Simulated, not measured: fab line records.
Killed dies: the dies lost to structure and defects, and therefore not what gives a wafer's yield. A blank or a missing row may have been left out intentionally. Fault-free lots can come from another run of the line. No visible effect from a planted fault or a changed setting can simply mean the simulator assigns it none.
The tool behind it: which one?	flow n5_finfet	15 lots with 45 wafers sampled at 4 steps, on a route of 1938 steps

== WHAT THE GAUGES SHOWED, per wafer ==
The record holds no reading of a measuring or inspecting step that can be judged against a usual standard deviation.

== WHICH TOOL RAN EACH LOT (tool, then ch and the chambers of the sampled wafers, then the start) ==
lot	N5_SD_EPI_N_ETCH_35	N5_SD_EPI_N_ETCHBACK_44	N5_SD_EPI_P_EXPOSE_06	N5_SD_EPI_P_ETCH_16
L329	rie_diel-06 ch 0,1,2, day 3 18:42	rie_diel-06 ch 0,1,2, day 3 19:01	arfi_scanner-02 ch 0, day 3 23:41	rie_diel-05 ch 1,2,3, day 4 00:31
L330	rie_diel-02 ch 0,1,3, day 3 23:55	rie_diel-02 ch 0,1,3, day 4 00:14	arfi_scanner-03 ch 0, day 4 05:08	rie_diel-04 ch 1,3, day 4 05:58
L332	rie_diel-02 ch 1,2, day 4 12:29	rie_diel-02 ch 1,2, day 4 12:49	arfi_scanner-02 ch 0, day 4 16:38	rie_diel-01 ch 2,3, day 4 17:28
L333	rie_diel-02 ch 1,2,3, day 4 18:47	rie_diel-02 ch 1,2,3, day 4 19:07	arfi_scanner-03 ch 0, day 4 23:18	rie_diel-01 ch 1,2,3, day 5 00:08
L334	rie_diel-06 ch 0,1,3, day 4 23:38	rie_diel-06 ch 0,1,3, day 4 23:58	arfi_scanner-02 ch 0, day 5 04:08	rie_diel-04 ch 1,2, day 5 04:58
L335	rie_diel-03 ch 0,1,3, day 5 06:46	rie_diel-03 ch 0,1,3, day 5 07:05	arfi_scanner-03 ch 0, day 5 10:55	rie_diel-05 ch 1,3, day 5 11:44
L336	rie_diel-02 ch 0,2,3, day 5 16:05	rie_diel-02 ch 0,2,3, day 5 16:25	arfi_scanner-02 ch 0, day 5 20:16	rie_diel-04 ch 0,1,3, day 5 21:05
L337	rie_diel-02 ch 0,1,2, day 5 19:55	rie_diel-02 ch 0,1,2, day 5 20:15	arfi_scanner-01 ch 0, day 6 00:04	rie_diel-01 ch 0,1,2, day 6 00:53
L338	rie_diel-02 ch 0,1, day 6 04:36	rie_diel-02 ch 0,1, day 6 04:55	arfi_scanner-02 ch 0, day 6 08:46	rie_diel-05 ch 2,3, day 6 10:04
L339	rie_diel-02 ch 0,1,3, day 6 11:14	rie_diel-02 ch 0,1,3, day 6 11:34	arfi_scanner-02 ch 0, day 6 15:14	rie_diel-01 ch 1,2,3, day 6 16:09
L343	rie_diel-06 ch 0,1,2, day 7 06:11	rie_diel-06 ch 0,1,2, day 7 06:31	arfi_scanner-03, day 7 10:13	rie_diel-04 ch 0,2,3, day 7 11:02
L344	rie_diel-03 ch 0,2,3, day 7 11:08	rie_diel-03 ch 0,2,3, day 7 11:27	arfi_scanner-02, day 7 16:05	rie_diel-04 ch 0,2,3, day 7 16:58
L345	rie_diel-03 ch 1,2, day 7 19:36	rie_diel-03 ch 1,2, day 7 19:55	arfi_scanner-02, day 7 23:36	rie_diel-04 ch 0,2, day 8 00:26
L348	rie_diel-03 ch 1,2, day 8 11:21	rie_diel-03 ch 1,2, day 8 11:41	arfi_scanner-02 ch 0, day 8 16:57	rie_diel-05 ch 0,1, day 8 18:03
L349	rie_diel-06 ch 0,1, day 8 19:00	rie_diel-06 ch 0,1, day 8 19:20	arfi_scanner-03 ch 0, day 9 00:01	rie_diel-01 ch 1,3, day 9 00:50
- N5_SD_EPI_N_ETCH_35: etches SOC in N2/H2, overetch 108 nm, time 486 s.
- N5_SD_EPI_N_ETCHBACK_44: etches SiNx in CH3F/O2, stops on SiO2, target depth 14.5 nm.
- N5_SD_EPI_P_EXPOSE_06: exposes mask SD P BLK, target cd 240 nm.
- N5_SD_EPI_P_ETCH_16: etches SiO2 in CHF3/O2, target depth 5 nm.

== WHAT THE TOOLS THEMSELVES READ (means of the sampled wafers that have a number; where no wafer has one, the mark that the record gives instead) ==
N5_SD_EPI_N_ETCH_35.
lot	tool	bias_w (W)	drypump_motor_current_A (A)	oes_product_au (a.u.)	rf_vpp_V (V)	showerhead_plenum_p_Torr (Torr)	throttle_valve_pct (%)
L329	rie_diel-06	133.3	5.9	0.67	241.4	2.54	24.06
L330	rie_diel-02	132.6	5.7	0.67	241.5	2.56	23.90
L332	rie_diel-02	133.1	5.6	0.66	240.7	2.56	23.83
L333	rie_diel-02	132.7	5.6	0.67	240.9	2.56	23.97
L334	rie_diel-06	133.1	5.5	0.68	240.7	2.54	23.92
L335	rie_diel-03	133.3	5.6	0.72	240.8	2.60	23.96
L336	rie_diel-02	133.0	5.5	0.66	239.8	2.52	23.74
L337	rie_diel-02	132.9	5.6	0.65	241.2	2.55	23.78
L338	rie_diel-02	133.2	5.6	0.65	241.6	2.55	23.69
L339	rie_diel-02	132.9	5.7	0.65	240.6	2.55	23.93
L343	rie_diel-06	132.7	5.9	0.65	240.7	2.53	24.09
L344	rie_diel-03	132.7	5.8	0.71	240.9	2.55	23.97
L345	rie_diel-03	132.6	5.6	0.64	241.0	2.59	23.88
L348	rie_diel-03	133.0	5.8	0.64	240.2	2.55	23.88
L349	rie_diel-06	133.2	5.5	0.65	241.1	2.56	24.18

N5_SD_EPI_N_ETCHBACK_44.
lot	tool	bias_w (W)	drypump_motor_current_A (A)	oes_f_703_au (a.u.)	oes_o_777_au (a.u.)	oes_product_au (a.u.)	rf_vpp_V (V)	showerhead_plenum_p_Torr (Torr)	throttle_valve_pct (%)
L329	rie_diel-06	72.95	5.83	0.76	0.76	0.64	299	2.00	16.55
L330	rie_diel-02	72.94	5.69	0.74	0.74	0.64	298	2.02	16.50
L332	rie_diel-02	73.08	5.55	0.76	0.75	0.63	301	2.02	16.37
L333	rie_diel-02	72.93	5.59	0.76	0.75	0.64	298	2.02	16.52
L334	rie_diel-06	72.92	5.50	0.75	0.76	0.65	299	2.00	16.38
L335	rie_diel-03	73.15	5.58	0.83	0.83	0.69	294	2.03	16.22
L336	rie_diel-02	73.13	5.53	0.73	0.74	0.63	297	1.99	16.45
L337	rie_diel-02	73.19	5.62	0.73	0.72	0.62	299	2.01	16.37
L338	rie_diel-02	72.95	5.68	0.70	0.70	0.62	300	2.01	16.39
L339	rie_diel-02	72.77	5.68	0.73	0.72	0.63	298	2.01	16.55
L343	rie_diel-06	73.06	5.84	0.74	0.74	0.62	298	1.99	16.62
L344	rie_diel-03	72.91	5.86	0.80	0.80	0.67	296	2.00	16.23
L345	rie_diel-03	73.03	5.56	0.74	0.74	0.61	288	2.03	16.29
L348	rie_diel-03	72.98	5.85	0.73	0.72	0.61	291	2.01	16.29
L349	rie_diel-06	72.87	5.54	0.73	0.73	0.63	304	2.02	16.64

N5_SD_EPI_P_EXPOSE_06.
lot	tool	exposure_dose_mJ_cm2	focus_offset_nm (nm)
L329	arfi_scanner-02	39.46	-0.1
L330	arfi_scanner-03	39.46	0.4
L332	arfi_scanner-02	39.42	-0.1
L333	arfi_scanner-03	39.51	-0.5
L334	arfi_scanner-02	39.43	-0.7
L335	arfi_scanner-03	39.50	0.1
L336	arfi_scanner-02	39.46	0.6
L337	arfi_scanner-01	39.51	-0.7
L338	arfi_scanner-02	39.47	-0.4
L339	arfi_scanner-02	39.50	-0.3
L343	arfi_scanner-03	-	-
L344	arfi_scanner-02	-	-
L345	arfi_scanner-02	-	-
L348	arfi_scanner-02	39.43	0.1
L349	arfi_scanner-03	39.51	0.4

N5_SD_EPI_P_ETCH_16.
lot	tool	CHF3_flow_sccm (sccm)	bias_w (W)	drypump_motor_current_A (A)	oes_f_703_au (a.u.)	oes_o_777_au (a.u.)	oes_product_au (a.u.)	rf_vpp_V (V)	showerhead_plenum_p_Torr (Torr)	throttle_valve_pct (%)
L329	rie_diel-05	49.90	169.3	5.9	0.81	0.80	0.80	523	2.42	18.91
L330	rie_diel-04	49.91	170.1	5.7	0.78	0.78	0.77	522	2.37	18.92
L332	rie_diel-01	50.00	169.9	5.7	0.80	0.81	0.82	518	2.41	18.86
L333	rie_diel-01	50.15	170.0	5.8	0.83	0.83	0.84	515	2.39	18.79
L334	rie_diel-04	50.13	169.3	5.7	0.75	0.75	0.76	525	2.37	18.90
L335	rie_diel-05	49.98	169.7	6.1	0.80	0.80	0.79	515	2.39	18.93
L336	rie_diel-04	49.95	169.5	5.5	0.80	0.79	0.79	518	2.42	18.90
L337	rie_diel-01	49.87	169.5	5.8	0.81	0.81	0.81	516	2.40	18.79
L338	rie_diel-05	50.04	170.2	5.9	0.77	0.76	0.75	519	2.46	18.90
L339	rie_diel-01	49.96	170.2	5.8	0.81	0.82	0.83	515	2.38	18.80
L343	rie_diel-04	50.06	169.9	5.5	0.80	0.79	0.80	522	2.42	18.81
L344	rie_diel-04	49.96	170.7	5.5	0.79	0.79	0.80	521	2.42	18.82
L345	rie_diel-04	50.22	170.2	5.4	0.86	0.86	0.88	527	2.52	18.67
L348	rie_diel-05	50.01	170.0	6.0	0.86	0.88	0.88	528	2.42	18.86
L349	rie_diel-01	50.15	170.0	6.2	0.79	0.80	0.82	512	2.38	18.72

== THE ANSWER, worked out from the rows above alone ==
Rule: usual is defined by the lots themselves. The widest of any qualifying gaps counts: lots, ordered by their means at a reading, are off when they make up no more than a third of the lots, leave a main group of 4 or more, and stand apart from it by 3 or more times the standard deviation of that group's means. Not used: any main group whose means are identical at the precision the tables above print for the reading. Also off: a lot with no number at a reading for which 4 or more lots have one. Any other lot the step has rows for is counted as sound. The gauges are gone through in route order, then the tools' own readings, and for those a lot's mean is taken as printed above. At the first step where some lot is off, the reading lying furthest off is the one used; lots without a number count as furthest.
Off, at N5_SD_EPI_P_EXPOSE_06 on exposure_dose_mJ_cm2: L343, L344, L345. Without a number there: L343, L344, L345. Main group: mean 39.47, sd 0.032.
A tool fits if, at that step or a process step before it, it ran every lot that is off, and no sound lot after the first of them. Of those tried, none fits.

== WHAT THE SIMULATOR HAD PUT IN ==
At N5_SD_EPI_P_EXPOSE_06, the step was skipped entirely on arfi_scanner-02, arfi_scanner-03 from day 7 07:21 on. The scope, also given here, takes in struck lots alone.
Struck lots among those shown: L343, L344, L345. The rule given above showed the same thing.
